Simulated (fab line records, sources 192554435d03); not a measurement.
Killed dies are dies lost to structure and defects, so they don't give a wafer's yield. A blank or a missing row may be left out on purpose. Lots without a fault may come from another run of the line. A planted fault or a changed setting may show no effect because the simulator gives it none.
A struck lot beside a sound one | flow n5_finfet | 32 steps out of a route of 1938
Sound: wafers L458.2, L458.3, L458.5. Struck: wafers L454.1, L454.2, L454.3. The cause comes at the end.
At each step with rows: each side's tool, then ch and its chambers, then its first start. Under that, the readings that differ: sound wafers | struck wafers | difference of the means | sigmas: that difference in standard deviations of wafers without a fault.
alike: readings whose means differ by less than 2 such deviations, and words and numbers that are the same on both sides. not compared: withheld readings, readings that some wafer has no value for, bounds like >300 that may hide the same value, and numbers for which the record gives no deviation and whose values overlap.
The two part at a step that has a row with sigmas, a row that says differs or no value, or rows on one side only. Numbers that don't overlap but have no deviation are shown without sigmas and don't part them. A reading that every wafer of one side lacks parts them only if that side has two wafers or more.

first, 8 steps without rows for these wafers: N5_BEOL_M13_DESCUM_33 (chemistry O2, time 7.9 s); N5_BEOL_M13_ETCH_67 (etches SiARC in CF4, target depth 143 nm, time 238.3 s); N5_BEOL_M13_ETCH_68 (etches SOC in N2/H2, time 355 s); N5_BEOL_M13_STRIP_69 (strips in N2/H2); N5_BEOL_M13_TRENCH_ETCH_34 (etches SiOC in C4F8/O2/Ar, target depth 413.47 nm, time 162.6 s); N5_BEOL_M13_STRIP_70 (strips in C4F8/O2/Ar); N5_BEOL_M13_STRIP_37 (strips in N2/H2); N5_BEOL_M13_ETCH_38 (etches SiCN in CF4/N2, target depth 67.5 nm, time 71.9 s).
N5_BEOL_M13_PRECLEAN_39: cleans in residue remover, time 60 s.
  sound on wet_bench-02 ch 0,1,6, day 15 18:41; struck on wet_bench-06 ch 1,4,7, day 14 21:09
  alike: bath_heat_duty_pct
then, 22 steps without rows for these wafers: N5_BEOL_M13_SRD_40 (time 30 s, dry time 30 s); N5_BEOL_M13_DEGAS_41 (time 60 s); N5_BEOL_M13_PRE_CLEAN_42 (time 30 s); N5_BEOL_M13_SPUTTER_43 (material TaN, target thk 15 nm, time 24.19 s); N5_BEOL_M13_SPUTTER_44 (material Ta, target thk 10 nm, time 16.13 s); N5_BEOL_M13_SPUTTER_45 (material Cu, target thk 80 nm, time 13.33 s); N5_BEOL_M13_ECD_47 (material Cu, target thk 936 nm); N5_BEOL_M13_ANNEAL_48 (time 90 s); N5_BEOL_M13_CMP_49 (polishes, stops on SiOC, t overpolish 17.1 s, target thk 420 nm); N5_BEOL_M13_PRE_CLEAN_52 (time 15 s); N5_BEOL_M13_DEP_53 (deposits SiCN from 3MS/NH3, target thk 50 nm, time 17.8 s); N5_BEOL_M14_ILD_DEP_00 (deposits SiO2 from TEOS/O2, target thk 1119.3 nm, time 237.4 s); N5_BEOL_M14_COAT_58 (time 60 s, resist thk 89 nm); N5_BEOL_M14_COAT_04 (resist thk 800 nm); N5_BEOL_M14_EBR_06; N5_BEOL_M14_SOFTBAKE_05 (time 60 s); N5_BEOL_M14_EXPOSE_07 (exposes mask V13); N5_BEOL_M14_PEB_08 (peb time 90 s); N5_BEOL_M14_DEVELOP_09 (develop time 45 s); N5_BEOL_M14_HARDBAKE_14 (time 120 s); N5_BEOL_M14_DESCUM_15 (chemistry O2, time 7.9 s); N5_BEOL_M14_ETCH_59 (etches BARC in N2/H2, target depth 89 nm, overetch 26.7 nm, time 67.9 s).
N5_PASSIVATION_PROBE_49:
  sound on prober-02, day 17 01:59; struck on prober-01, day 16 04:07
  reading            | sound     | struck      | difference | sigmas
  killed_at_M0_to_M3 | 13 26 27  | 46 47 43    | +23        | +2
  killed_at_M4_up    | 16 15 12  | 113 134 134 | +113       | +22
  killed_dies        | 90 95 102 | 220 235 228 | +132       | +7
  alike: killed_at_contacts, killed_at_front_end, killed_at_other, killed_open, killed_short

WHERE THEY PART
Only at N5_PASSIVATION_PROBE_49, within this record.

WHY: what the simulator had put in
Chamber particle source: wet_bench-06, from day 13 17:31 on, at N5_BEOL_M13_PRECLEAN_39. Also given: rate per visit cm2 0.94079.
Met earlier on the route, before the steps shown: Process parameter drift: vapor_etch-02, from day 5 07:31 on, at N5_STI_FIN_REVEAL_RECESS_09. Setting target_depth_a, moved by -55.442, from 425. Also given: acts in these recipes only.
